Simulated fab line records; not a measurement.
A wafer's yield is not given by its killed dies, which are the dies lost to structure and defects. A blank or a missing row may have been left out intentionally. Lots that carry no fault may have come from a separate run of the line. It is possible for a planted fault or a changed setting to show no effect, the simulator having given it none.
fab line records + flow n5-finfet
[record]
- lots = 4
- wafers = 10
- last-day = 18
route steps=1938 shown HKMG_FIN@436 GATE_CUT@465 BEOL_M4@1111 PASSIVATION@1936
lots that met no fault: from a run of the same line without faults
start-h: hours from the record's opening day to when the first of the lot's shown wafers began + wait-h: how many hours have passed since the lot's step before this one + " the same as in the row above + L1.1+2: a single row standing in for several wafers + - no value, or no start given + * or withheld: withheld + < > ~ a bound
route shown NAME@n: NAME is a module with steps in the file, n the number in the route of the first one + usual: mean/standard deviation of fault-free wafers + same: alike in all rows + chamber/n: place in a boat + sites: the reading at each site + _std_site: standard deviation of those values + _edge_site: inner sites' mean taken away from outer sites' mean + radius-mm: how far each site lies from the wafer's centre + mask NAME#n: copy n + behind: tool/chamber where the wafer was last shaped + hold: why the lot was held/for how many hours/how that ended + device: which transistor (n, p or np) failed to switch + end of line: the route-end tests of the same wafers + where a step has no rows: the recipe by itself + killed: count of dies lost to structure and defects at first sort (not the wafer's yield) + map: a wafer's dies, marking killed ones x, the rest . and places with no die _
set.NAME: the setting that was run; set.NAME@STEP: the one run at that earlier step + model.NAME: the simulator's own value behind a step, which no gauge read
a table for each step, a row for each wafer; lots at some steps of the route
services: the hour from which a tool's chamber was out of use, counted from the record's first day as start-h (under 0 if before that day), plus the number of hours and why
[[steps]]
[step N5_HKMG_FIN_STRIP_33]
[recipe]
- chemistry = N2/H2
- temp-c = 40
- n2-flow-sccm = 200
- h2-flow-sccm = 200
- rf-frequency-hz = 6e+07
[step N5_HKMG_FIN_STRIP_34]
[recipe]
- chemistry = CF4
- resist = SiARC
- power-w = 300
- bias-power-w = 75
- pressure-mtorr = 50
- cf4-flow-sccm = 150
- rf-frequency-hz = 6e+07
[step N5_HKMG_FIN_ETCH_35]
[recipe]
- chemistry = N2/H2
- target = SOC
- target-depth-a = 2158
- ion-energy-ev = 65
- bias-w = 5
- source-w = 3000
- time-s = 243.4
- pressure-mtorr = 30
- n2-flow-sccm = 200
- h2-flow-sccm = 200
[step N5_HKMG_FIN_STRIP_92]
[recipe]
- chemistry = N2/H2
- material = SOC
- time-s = 20
- power-w = 500
- temp-c = 40
- pressure-mtorr = 50
- rf-frequency-hz = 6e+07
- bias-power-w = 8
- h2-frac = 0.5
- n2-flow-sccm = 300
- h2-flow-sccm = 300
[step N5_HKMG_FIN_WET_ETCH_18]
[recipe]
- chemistry = SC1
- target = TiN
- mix = 1:1:5
- temp-c = *
- time-s = 55
- target-depth-nm = 5.2
- dry = ipa-marangoni
- rinse-time-s = 30
- rinse-temp-c = 23
[step N5_HKMG_FIN_STRIP_19]
[recipe]
- chemistry = N2/H2
- power-w = 2500
- temp-c = 300
- h2-frac = 0.65
- time-s = 360
- pressure-mtorr = withheld
- n2-flow-sccm = 1750
- h2-flow-sccm = 3250
[step N5_HKMG_FIN_ALD_91]
[recipe]
- material = TiN
- target-thk-a = 10
- temp-c = 400
- ald-precursor-family = TiCl4
- ald-co-reactant = NH3
- pulse-time-s = 1
- purge-time-s = 3
- co-reactant-purge-time-s = 2
- co-reactant-pulse-time-s = 2
- ald-cycles = 47
- pressure-torr = 3
[step N5_HKMG_FIN_COAT_85]
[recipe]
- resist = SOC
- temp-c = 250
- time-s = 60
- spin-rpm = 1500
- resist-thk-nm = 300
[step N5_HKMG_FIN_ETCH_86]
[recipe]
- chemistry = N2/H2
- target = SOC
- target-depth-a = 3932
- stop-on = TiN
- ion-energy-ev = 100
- bias-w = 61
- pressure-mtorr = 30
- source-w = 850
- n2-flow-sccm = 200
- h2-flow-sccm = 200
[step N5_HKMG_FIN_STRIP_89]
[recipe]
- chemistry = N2/H2
- material = SOC
- time-s = 20
- power-w = 500
- temp-c = 40
- pressure-mtorr = 50
- rf-frequency-hz = 6e+07
- bias-power-w = 8
- h2-frac = 0.5
- n2-flow-sccm = 300
- h2-flow-sccm = 300
[step N5_HKMG_FIN_WET_ETCH_87]
[recipe]
- chemistry = SC1
- target = TiN
- mix = 1:2:40
- temp-c = 50
- time-s = 154.2
- target-depth-nm = 4.7
- dry = ipa-marangoni
- rinse-time-s = 30
- rinse-temp-c = 23
[step N5_HKMG_FIN_STRIP_88]
[recipe]
- chemistry = N2/H2
- power-w = 2500
- temp-c = 300
- h2-frac = 0.65
- time-s = 360
- pressure-mtorr = withheld
- n2-flow-sccm = 1750
- h2-flow-sccm = 3250
[step N5_HKMG_FIN_NWFM_ALD_20]
[recipe]
- material = TiAlC
- target-thk-a = 20
- temp-c = 300
- ald-precursor-family = TiCl4
- ald-co-reactant = TEA
- pulse-time-s = 3
- purge-time-s = 2
- co-reactant-purge-time-s = 2
- co-reactant-pulse-time-s = 10
- ald-cycles = 7
- pressure-torr = 3
[usual]
- ald-cycles = 7/0
- chamber-pressure-Torr = 2.999/0.0069
- heater-power-w = 485/59
- precursor-pulse-height-rel = 0.999/0.02
[same]
- purge-time-s = 2
| lot.wafer | tool         | chamber | start-h | wait-h | ald-cycles | chamber-pressure-Torr | heater-power-w | precursor-pulse-height-rel | model.TiAlC_of_HKMG_FIN_NWFM_ALD_20.thk-nm |
|-----------|--------------|---------|---------|--------|------------|-----------------------|----------------|----------------------------|--------------------------------------------|
| L328.2    | ald-metal-01 | 3       | 139.44  | 0.3    | 7          | 2.997                 | 565            | 1.011                      | 2                                          |
| L328.4    | "            | 2       | "       | "      | 7          | 3.004                 | 351            | 1.006                      | 2                                          |
| L328.6    | "            | 0       | "       | "      | 7          | 3.001                 | 416            | 1.025                      | 2                                          |
| L330.1    | ald-metal-03 | 2       | 150.53  | 0.4    | 7          | 2.996                 | 511            | 1.038                      | 2                                          |
| L330.2    | "            | 3       | "       | "      | 7          | 3.008                 | 468            | 0.989                      | 2                                          |
| L330.4    | "            | 1       | "       | "      | 7          | 2.996                 | 419            | 0.993                      | 2                                          |
| L339.1    | ald-metal-03 | 1       | 203.90  | 0.3    | 7          | 2.999                 | 407            | 1.023                      | 2                                          |
| L339.2    | "            | 2       | "       | "      | 4          | 2.991                 | 503            | 1.008                      | 1.2                                        |
| L341.2    | ald-metal-03 | 3       | 219.50  | 0.3    | 4          | 2.995                 | 467            | 1.023                      | 1.2                                        |
| L341.3    | "            | 2       | "       | "      | 7          | 3.002                 | 513            | 0.996                      | 2                                          |
[step N5_HKMG_FIN_ALD_71]
[recipe]
- material = TiN
- target-thk-a = 10
- temp-c = 400
- ald-precursor-family = TiCl4
- ald-co-reactant = NH3
- pulse-time-s = 1
- purge-time-s = 3
- co-reactant-purge-time-s = 2
- co-reactant-pulse-time-s = 2
- ald-cycles = 47
- pressure-torr = 3
[step N5_HKMG_FIN_COAT_66]
[recipe]
- resist = SOC
- temp-c = 250
- time-s = 60
- spin-rpm = 1500
- resist-thk-nm = 300
[step N5_HKMG_FIN_ETCH_67]
[recipe]
- chemistry = N2/H2
- target = SOC
- target-depth-a = 3889
- stop-on = TiN
- ion-energy-ev = 100
- bias-w = 61
- pressure-mtorr = 30
- source-w = 850
- n2-flow-sccm = 200
- h2-flow-sccm = 200
[step N5_HKMG_FIN_STRIP_90]
[recipe]
- chemistry = N2/H2
- material = SOC
- time-s = 20
- power-w = 500
- temp-c = 40
- pressure-mtorr = 50
- rf-frequency-hz = 6e+07
- bias-power-w = 8
- h2-frac = 0.5
- n2-flow-sccm = 300
- h2-flow-sccm = 300
[step N5_HKMG_FIN_WET_ETCH_73]
[recipe]
- chemistry = SC1
- mix = 1:2:40
- temp-c = 50
- time-s = 42.3
- target-depth-nm = 1.3
- dry = ipa-marangoni
- rinse-time-s = 30
- rinse-temp-c = 23
[step N5_HKMG_FIN_ETCHBACK_68]
[recipe]
- chemistry = Cl2/Ar
- stop-on = HfO2
- target-depth-a = 5
- pressure-mtorr = 10
- icp-w = 600
- bias-w = 60
- Cl2_flow_sccm = 40
- Ar_flow_sccm = 60
[step N5_HKMG_FIN_STRIP_69]
[recipe]
- chemistry = N2/H2
- power-w = 2500
- temp-c = 300
- h2-frac = 0.65
- time-s = 360
- pressure-mtorr = withheld
- n2-flow-sccm = 1750
- h2-flow-sccm = 3250
[step N5_HKMG_FIN_ALD_21]
[recipe]
- material = TiN
- target-thk-a = 15
- temp-c = 400
- ald-precursor-family = TiCl4
- ald-co-reactant = NH3
- pulse-time-s = 1
- purge-time-s = 3
- co-reactant-purge-time-s = 2
- co-reactant-pulse-time-s = 2
- ald-cycles = 68
- pressure-torr = 3
[step N5_HKMG_FIN_ALD_72]
[recipe]
- material = W
- target-thk-a = 20
- temp-c = 300
- pressure-torr = 7.5
- ald-precursor-family = WF6
- ald-co-reactant = B2H6
- pulse-time-s = 1
- purge-time-s = 2
- co-reactant-purge-time-s = 2
- co-reactant-pulse-time-s = 3
- ald-cycles = 7
[step N5_HKMG_FIN_W_FILL_22]
[recipe]
- material = W
- target-thk-a = 600
- temp-c = 400
- pressure-torr = 39.4
- time-s = 18.2
[step N5_HKMG_FIN_PRECLEAN_83]
[recipe]
- chemistry = DIW
- time-s = 57.5
- temp-c = 23
[step N5_HKMG_FIN_SRD_84]
[recipe]
- dry-time-s = 32
- dry = n2-spin
- spin-rpm = 1500
[step N5_HKMG_FIN_CMP_23]
[recipe]
- stop-on = SiNx
- t-overpolish-s = 10
- post-cmp-clean = rinse-only
- down-force-psi = 4
- platen-rpm = 50.289
- pad-velocity-m-s = 1.0006
- target-thk-nm = 46.326
[step N5_HKMG_FIN_CMP_94]
[recipe]
- stop-on = SiNx
- post-cmp-clean = w-dilute-nh4oh
- t-overpolish-s = 4.7
- down-force-psi = 4
- platen-rpm = 50.289
- pad-velocity-m-s = 1.0006
- target-thk-nm = 43.299
[step N5_GATE_CUT_ETCHBACK_00]
[recipe]
- chemistry = SF6/Cl2
- target = W
- pressure-mtorr = 8
- icp-w = 900
- bias-w = 80
- SF6_flow_sccm = 40
- Cl2_flow_sccm = 60
[step N5_GATE_CUT_ETCH_56]
[recipe]
- chemistry = Cl2/Ar
- target = TiN
- target-depth-a = 216
- pressure-mtorr = 10
- icp-w = 600
- bias-w = 60
- Cl2_flow_sccm = 40
- Ar_flow_sccm = 60
[step N5_GATE_CUT_ETCHBACK_30]
[recipe]
- chemistry = Cl2/Ar
- target = TiN
- target-depth-a = 30
- mode = isotropic
- pressure-mtorr = 10
- icp-w = 600
- bias-w = 60
- Cl2_flow_sccm = 40
- Ar_flow_sccm = 60
[step N5_GATE_CUT_VAPOR_ETCH_60]
[recipe]
- chemistry = BCl3/Cl2
- target = HfO2
- mode = isotropic
[step N5_GATE_CUT_ETCH_58]
[recipe]
- chemistry = CH3F/O2
- target = SiNx
- target-depth-a = 170
- time-s = 128.6
- ion-energy-ev = 50
- pressure-mtorr = 30
- source-w = 415
- bias-w = 21
- Ar_flow_sccm = 150
- CH3F_flow_sccm = 30
- O2_flow_sccm = 20
[step N5_GATE_CUT_STRIP_59]
[recipe]
- chemistry = N2/H2
- time-s = 20
- power-w = 100
- temp-c = 40
- pressure-mtorr = 100
- rf-frequency-hz = 6e+07
- bias-power-w = 3
- n2-flow-sccm = 300
- h2-flow-sccm = 300
[step N5_GATE_CUT_PRECLEAN_31]
[recipe]
- temp-c = 23
- chemistry = DIW
- time-s = 300
[step N5_GATE_CUT_SRD_32]
[recipe]
- time-s = 30
- temp-c = 23
- rinse-liquid = diw
- dry = ipa-marangoni
[step N5_GATE_CUT_SAC_CAP_01]
[recipe]
- material = SiNx
- target-thk-a = 240
- temp-c = 400
- ald-precursor-family = SiH2I2
- ald-co-reactant = N2/H2-plasma
- pulse-time-s = 1
- ald-cycles = 480
- purge-time-s = 2
- co-reactant-purge-time-s = 2
- pressure-torr = 2
[step N5_GATE_CUT_PECVD_57]
[recipe]
- material = SiNx
- target-thk-a = 210
- temp-c = 400
- precursor = SiH4/NH3/N2
- pressure-torr = 1.5
- rf-w = 300
[step N5_GATE_CUT_CMP_02]
[recipe]
- stop-on = SiO2
- t-overpolish-s = 12.7
- post-cmp-clean = alkaline-brush
- down-force-psi = 2.5
- platen-rpm = 51.8
- pad-velocity-m-s = 1.0307
- target-thk-nm = 0
[step N5_GATE_CUT_HM_DEP_46]
[recipe]
- material = SiO2
- target-thk-a = 1300
- temp-c = 400
- precursor = TEOS/O2
- pressure-torr = 6.5
- rf-w = 900
- teos-flow-sccm = 161.4
- gas = O2
- flow-sccm = 2650
- time-s = 26.6
[step N5_BEOL_M4_RC_MEAS_101]
[usual]
- DIBL_N = 36.5/2
- DIBL_P = 36.5/2.3
- IOFF_N = 0.16/0.036
- IOFF_N_85C = 3.2/0.59
- IOFF_N_LIN = 0.076/0.013
- IOFF_N_LONG = 5.57e-05/2.4e-06
- IOFF_P = 0.21/0.037
- IOFF_P_85C = 3.7/0.54
- IOFF_P_LIN = 0.099/0.013
- IOFF_P_LONG = 0.000106/7.6e-06
- ION_N = 672/12
- ION_P = 459/7.1
- SS_N = 71.6/0.73
- SS_P = 73.4/0.76
- VT_N = 250/3.3
- VT_N_LONG = 274.5/1.7
- VT_N_LVT = 98/3.5
- VT_P = -250.5/2.9
- VT_P_LONG = -275.7/2.7
- VT_P_LVT = -99.0/2.9
| lot.wafer | tool      | chamber | start-h | wait-h | DIBL_N[mV/V] | DIBL_P[mV/V] | IOFF_N[nA/um] | IOFF_N_85C[nA/um] | IOFF_N_LIN[nA/um] | IOFF_N_LONG[nA/um] | IOFF_P[nA/um] | IOFF_P_85C[nA/um] | IOFF_P_LIN[nA/um] | IOFF_P_LONG[nA/um] | ION_N[uA/um] | ION_P[uA/um] | SS_N[mV/dec] | SS_P[mV/dec] | VT_N[mV] | VT_N_LONG[mV] | VT_N_LVT[mV] | VT_P[mV] | VT_P_LONG[mV] | VT_P_LVT[mV] |
|-----------|-----------|---------|---------|--------|--------------|--------------|---------------|-------------------|-------------------|--------------------|---------------|-------------------|-------------------|--------------------|--------------|--------------|--------------|--------------|----------|---------------|--------------|----------|---------------|--------------|
| L328.2    | prober-01 | 0       | 230.02  | 0.2    | 36.3         | 37.2         | 0.16          | 3.1               | 0.072             | 5.68e-05           | 0.21          | 3.7               | 0.102             | 0.000108           | 665          | 459          | 71.8         | 73.7         | 253      | 275.6         | 100          | -249.4   | -276.7        | -99.6        |
| L328.4    | "         | 0       | "       | "      | 34.7         | 35.6         | 0.14          | 2.8               | 0.067             | 5.63e-05           | 0.20          | 3.5               | 0.098             | 0.000112           | 671          | 463          | 71.6         | 72.3         | 252      | 275.2         | 101          | -250.4   | -274.6        | -100.1       |
| L328.6    | "         | 0       | "       | "      | 37.3         | 37.0         | 0.18          | 3.4               | 0.072             | 5.55e-05           | 0.23          | 3.8               | 0.104             | 0.000104           | 652          | 449          | 72.4         | 73.4         | 252      | 273.6         | 101          | -250.0   | -277.8        | -99.3        |
| L330.1    | prober-01 | 0       | 257.15  | 0.0    | 37.4         | 36.3         | 0.18          | 3.5               | 0.085             | 5.83e-05           | 0.24          | 4.0               | 0.109             | 0.000115           | 684          | 461          | 72.3         | 74.2         | 246      | 272.0         | 98           | -249.3   | -273.0        | -95.7        |
| L330.2    | "         | 0       | "       | "      | 38.4         | 36.6         | 0.20          | 3.9               | 0.093             | 6.01e-05           | 0.25          | 4.2               | 0.113             | 0.000111           | 697          | 465          | 72.4         | 73.6         | 245      | 274.0         | 97           | -247.6   | -272.3        | -96.4        |
| L330.4    | "         | 0       | "       | "      | 38.3         | 37.6         | 0.20          | 3.8               | 0.095             | 5.86e-05           | 0.28          | 4.6               | 0.123             | 0.000119           | 693          | 470          | 72.4         | 74.3         | 246      | 273.9         | 96           | -246.7   | -274.4        | -94.1        |
| L339.1    | prober-01 | 0       | 297.09  | 0.1    | 36.4         | 36.7         | 0.16          | 3.1               | 0.078             | 5.53e-05           | 0.22          | 3.7               | 0.101             | 0.000103           | 673          | 460          | 71.3         | 73.1         | 250      | 274.3         | 99           | -250.8   | -274.3        | -101.2       |
| L339.2    | "         | 0       | "       | "      | 39.6         | 40.7         | 0.01          | 0.4               | 0.006             | 2.19e-05           | 0.65          | 9.4               | 0.275             | 0.000212           | 514          | 501          | 72.8         | 74.5         | 322      | 358.2         | 174          | -222.2   | -248.8        | -75.1        |
| L341.2    | prober-01 | 0       | 332.22  | 0.2    | 41.1         | 42.9         | 0.02          | 0.4               | 0.006             | 2.12e-05           | 0.55          | 8.3               | 0.236             | 0.000166           | 523          | 495          | 72.7         | 75.0         | 325      | 360.5         | 170          | -230.2   | -256.6        | -75.8        |
| L341.3    | "         | 0       | "       | "      | 35.5         | 37.8         | 0.14          | 2.8               | 0.069             | 5.12e-05           | 0.19          | 3.4               | 0.087             | 8.7e-05            | 664          | 454          | 71.2         | 73.7         | 253      | 274.6         | 99           | -253.2   | -284.0        | -100.2       |
[step N5_PASSIVATION_PROBE_49]
[usual]
- defect-limited-yield = 91.4/1.4
- killed_at_M0_to_M3 = 33/11
- killed_at_M4_up = 13/5.3
- killed-at-contacts = 13/6.1
- killed-at-front-end = 40/11
- killed-at-other = 2.9/2.7
- killed-dies = 102/17
- killed-open = 68/13
- killed-short = 32/7.5
- sort_bin_4_leakage = 0.00/0.022
- sort_bin_5_function = 5.1/0.98
- sort_bin_6_memory = 3.2/0.69
- sort_bin_8_speed = 0.1/1.1
- sort-n-pass = 1077/21
- sort-yield-pct = 91.3/1.7
[same]
- gross-dies = 1180
- killed-at-back-side = 0
| lot.wafer | tool      | chamber | start-h | wait-h | defect-limited-yield[%] | killed_at_M0_to_M3 | killed_at_M4_up | killed-at-contacts | killed-at-front-end | killed-at-other | killed-dies | killed-open | killed-short | sort_bin_4_leakage[%] | sort_bin_5_function[%] | sort_bin_6_memory[%] | sort_bin_8_speed[%] | sort-n-pass | sort-yield-pct[%] |
|-----------|-----------|---------|---------|--------|-------------------------|--------------------|-----------------|--------------------|---------------------|-----------------|-------------|-------------|--------------|-----------------------|------------------------|----------------------|---------------------|-------------|-------------------|
| L328.2    | prober-01 | -       | 343.61  | 0.1    | 92.5                    | 26                 | 17              | 25                 | 21                  | 0               | 89          | 66          | 21           | 0                     | 4.4                    | 3.1                  | 0                   | 1091        | 92.5              |
| L328.4    | prober-01 | -       | 343.71  | 0.2    | 92.5                    | 21                 | 10              | 25                 | 30                  | 3               | 89          | 58          | 30           | 0                     | 5.1                    | 1.9                  | 0                   | 1091        | 92.5              |
| L328.6    | prober-01 | -       | 343.81  | 0.3    | 93.0                    | 16                 | 16              | 19                 | 31                  | 1               | 83          | 53          | 28           | 0                     | 4.4                    | 2.4                  | 0                   | 1097        | 93.0              |
| L330.1    | prober-02 | -       | 372.33  | 0.0    | 91.3                    | 30                 | 15              | 19                 | 36                  | 3               | 103         | 69          | 34           | 0                     | 5.0                    | 3.5                  | 0                   | 1077        | 91.3              |
| L330.2    | prober-02 | -       | 372.38  | 0.1    | 91.4                    | 34                 | 15              | 5                  | 45                  | 2               | 101         | 69          | 29           | 0                     | 4.8                    | 3.5                  | 0                   | 1079        | 91.4              |
| L330.4    | prober-02 | -       | 372.48  | 0.2    | 90.8                    | 42                 | 14              | 4                  | 40                  | 9               | 109         | 77          | 30           | 0                     | 5.9                    | 2.9                  | 0                   | 1071        | 90.8              |
| L339.1    | prober-02 | -       | 411.20  | 0.0    | 91.9                    | 20                 | 9               | 10                 | 55                  | 1               | 95          | 58          | 34           | 0                     | 4.2                    | 3.3                  | 0                   | 1085        | 91.9              |
| L339.2    | prober-02 | -       | 411.25  | 0.1    | 91.4                    | 35                 | 8               | 13                 | 37                  | 8               | 101         | 63          | 37           | 42.88                 | 5.3                    | 3.0                  | 48.6                | 0           | 0                 |
| L341.2    | prober-02 | -       | 437.18  | 0.1    | 92.2                    | 38                 | 10              | 5                  | 37                  | 2               | 92          | 59          | 31           | 26.53                 | 5.0                    | 2.5                  | 65.7                | 0           | 0                 |
// killed by level:class
L328.2 MOL_CONTACT_COAG:geometric-particle:open=21 BEOL_M0_SAQP:geometric-particle:open=9 BEOL_M1:geometric-particle:open=7 BEOL_M0_SAQP:geometric-particle:short=5 FIN_SAQP:geometric-particle:open=4 MOL_CONTACT_COAG:geometric-particle:short=4 BEOL_M11:geometric-particle:open=4 DUMMY_GATE:geometric-particle:open=3
L328.4 MOL_CONTACT_COAG:geometric-particle:open=20 FIN_SAQP:geometric-particle:short=10 BEOL_M2:geometric-particle:open=8 GATE_CUT:geometric-particle:short=6 MOL_CONTACT_COAG:geometric-particle:short=5 BEOL_M3:geometric-particle:open=4 FIN_SAQP:geometric-particle:open=3 STI_FIN_REVEAL:geometric-particle:open=3
L328.6 MOL_CONTACT_COAG:geometric-particle:open=17 FIN_SAQP:geometric-particle:short=7 BEOL_M4:geometric-particle:short=6 BEOL_M4:geometric-particle:open=6 DUMMY_GATE:geometric-particle:open=5 FIN_SAQP:geometric-particle:open=4 BEOL_M3:geometric-particle:open=4 STI_FIN_REVEAL:geometric-particle:short=3
L330.1 MOL_CONTACT_COAG:geometric-particle:open=15 BEOL_M3:geometric-particle:open=11 STI_FIN_REVEAL:geometric-particle:open=10 FIN_SAQP:geometric-particle:short=7 BEOL_M1:geometric-particle:open=7 FIN_SAQP:geometric-particle:open=5 MOL_CONTACT_COAG:geometric-particle:short=4 BEOL_M0_SAQP:geometric-particle:short=4
L330.2 FIN_SAQP:geometric-particle:open=14 BEOL_M3:geometric-particle:open=8 FIN_SAQP:geometric-particle:short=7 STI_FIN_REVEAL:geometric-particle:open=7 BEOL_M0_SAQP:geometric-particle:short=7 BEOL_M0_SAQP:geometric-particle:open=6 BEOL_M1:geometric-particle:open=6 MOL_CONTACT_COAG:geometric-particle:open=4
L330.4 BEOL_M3:geometric-particle:open=15 STI_FIN_REVEAL:geometric-particle:open=10 FIN_SAQP:geometric-particle:open=8 BEOL_M2:geometric-particle:open=8 BEOL_M0_SAQP:geometric-particle:short=7 BEOL_M0_SAQP:geometric-particle:open=6 BEOL_M4:geometric-particle:open=5 STARTING-WAFER:geometric-particle:open=5
L339.1 FIN_SAQP:geometric-particle:open=16 FIN_SAQP:geometric-particle:short=11 MOL_CONTACT_COAG:geometric-particle:open=9 DUMMY_GATE:geometric-particle:open=8 BEOL_M1:geometric-particle:open=6 BEOL_M0_SAQP:geometric-particle:short=5 STI_FIN_REVEAL:geometric-particle:open=4 BEOL_M0_SAQP:geometric-particle:open=4
L339.2 BEOL_M1:geometric-particle:open=16 MOL_CONTACT_COAG:geometric-particle:open=12 FIN_SAQP:geometric-particle:short=11 FIN_SAQP:geometric-particle:open=8 STI_FIN_REVEAL:geometric-particle:open=7 STI_FIN_REVEAL:geometric-particle:short=5 PASS1_CAP:geometric-particle:short=5 BEOL_M1:geometric-particle:short=4
L341.2 BEOL_M0_SAQP:geometric-particle:short=10 BEOL_M1:geometric-particle:open=9 STI_FIN_REVEAL:geometric-particle:open=7 STARTING-WAFER:geometric-particle:open=7 BEOL_M3:geometric-particle:open=7 FIN_SAQP:geometric-particle:short=5 MOL_CONTACT_COAG:geometric-particle:open=5 BEOL_M2:geometric-particle:open=5
// map L339.2 (x killed, . not)
_________________............________________
______________...x.............._____________
___________..............x....x....__________
__________........x................x_________
________....x...x............x........_______
_______.....x.................x........______
______............x.......x............._____
_____...............x........x...........____
____...........................x.x........___
___.....xx....x.x...........x..............__
___...............x.............x...x......__
__..........x.....x...............x..x......_
__..x.............x..x.......x.....x........_
_...x...x.....x.............x............x...
_...x..x......x.......................xx.....
_.................x..............x...........
_............x........x.......xx..x..........
_.....x...x.............x...x.............x.x
_.x...x..........................x.......x...
_..........x.................................
_........x.x...........................x...x.
__....................................x...x._
__........x................................._
___...x......x.............x...............__
___.......................xx...............__
____......x.....................x.x.x.....___
_____........x....x.......x...x..........____
______.......x......x...........xx......_____
_______.........x...........x.......x..______
________...........x.................._______
__________.xx.....x.........x...x..._________
___________..x........x..x....x....__________
______________...........xx....._____________
_________________x...........________________
// map L341.2 (x killed, . not)
_________________..x.......x.________________
______________......x..........._____________
___________..........x.............__________
__________.........................._________
________.............................._______
_______...........x....................______
______x.x..............................._____
_____.xx...x.x...........................____
____......................x...............___
___...................x.x..................__
___...........x...............x..........x.__
__.........................x.........x.x...._
__.....x.......x........x......x.......x...._
_..........xx.............x.x.............x..
_.......................x...x..x.....x.......
_..x.......xxx..x................x...xx..x...
_..x..........x...x..........................
_.............x...x..x..............x........
_.x..........................................
_x.........x........xx................x......
_...x.....................x..x..x............
__..........x....x...................x......_
__.............................x............_
___.............x....x............x........__
___.x..x.x.....x........x..................__
____.x................x...................___
_____...x..........................x.....____
______x......x..x..............x......x._____
_______...............x...............x______
________.............................._______
__________.x...x...............x...._________
___________..x...x.....x...........__________
______________.........x.....x.._____________
_________________.........x..________________
[[services]]
| tool         | chamber | start-h | hours | kind   |
|--------------|---------|---------|-------|--------|
| ald-metal-03 | 2       | 193.46  | 5.1   | repair |
| ald-metal-03 | -       | 214.41  | 0.8   | repair |
[[key]]
[first-sign]
- step = N5_HKMG_FIN_NWFM_ALD_20
- reading = ald-cycles
- direction = down
- sigmas = 99+
- usual = *
- struck = *
[effect]
- step = N5_BEOL_M4_RC_MEAS_101
- reading = VT_N_LONG
- direction = up
- sigmas = 51
- usual = 274.5
- struck = 359.3
[effect]
- step = N5_BEOL_M4_RC_MEAS_101
- reading = VT_N
- direction = up
- sigmas = 23
- usual = 250
- struck = 324
[effect]
- step = N5_BEOL_M4_RC_MEAS_101
- reading = VT_N_LVT
- direction = up
- sigmas = 21
- usual = 98
- struck = 172
[effect]
- step = N5_BEOL_M4_RC_MEAS_101
- reading = IOFF_N_LONG
- direction = down
- sigmas = 14
- usual = 5.57e-05
- struck = 2.16e-05
[effect]
- step = N5_BEOL_M4_RC_MEAS_101
- reading = ION_N
- direction = down
- sigmas = 13
- usual = 672
- struck = 518
[effect]
- step = N5_BEOL_M4_RC_MEAS_101
- reading = IOFF_P_LIN
- direction = up
- sigmas = 12
- usual = 0.099
- struck = 0.256
[effect]
- step = N5_BEOL_M4_RC_MEAS_101
- reading = IOFF_P_LONG
- direction = up
- sigmas = 11
- usual = 0.000106
- struck = 0.000189
[effect]
- step = N5_BEOL_M4_RC_MEAS_101
- reading = IOFF_P
- direction = up
- sigmas = 11
- usual = 0.21
- struck = 0.60
[effect]
- step = N5_BEOL_M4_RC_MEAS_101
- reading = IOFF_P_85C
- direction = up
- sigmas = 9.7
- usual = 3.7
- struck = 8.9
[effect]
- step = N5_BEOL_M4_RC_MEAS_101
- reading = VT_P_LONG
- direction = up
- sigmas = 8.7
- usual = -275.7
- struck = -252.7
[effect]
- step = N5_BEOL_M4_RC_MEAS_101
- reading = VT_P
- direction = up
- sigmas = 8.3
- usual = -250.5
- struck = -226.2
[effect]
- step = N5_BEOL_M4_RC_MEAS_101
- reading = VT_P_LVT
- direction = up
- sigmas = 8.2
- usual = -99.0
- struck = -75.5
[effect]
- step = N5_PASSIVATION_PROBE_49
- reading = sort_bin_4_leakage
- direction = up
- sigmas = 99+
- usual = 0.00
- struck = 34.70
[model-effect]
- step = N5_HKMG_FIN_NWFM_ALD_20
- value = TiAlC_of_HKMG_FIN_NWFM_ALD_20.thk-nm
- without = 2
- struck = 1.2
met-at N5_HKMG_FIN_NWFM_ALD_20
struck-wafers L339.2,L341.2
onset-between 150.53 203.90
[fault]
- kind = process-parameter-drift
- tool = ald-metal-03
- chamber = -
- onset-h = 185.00
- steps = N5_HKMG_FIN_NWFM_ALD_20
- channel = ald-cycles
- offset = *
- shape = step
- end-h = 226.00
- scope = struck-wafers-only
- acts-in = *
- stated = *
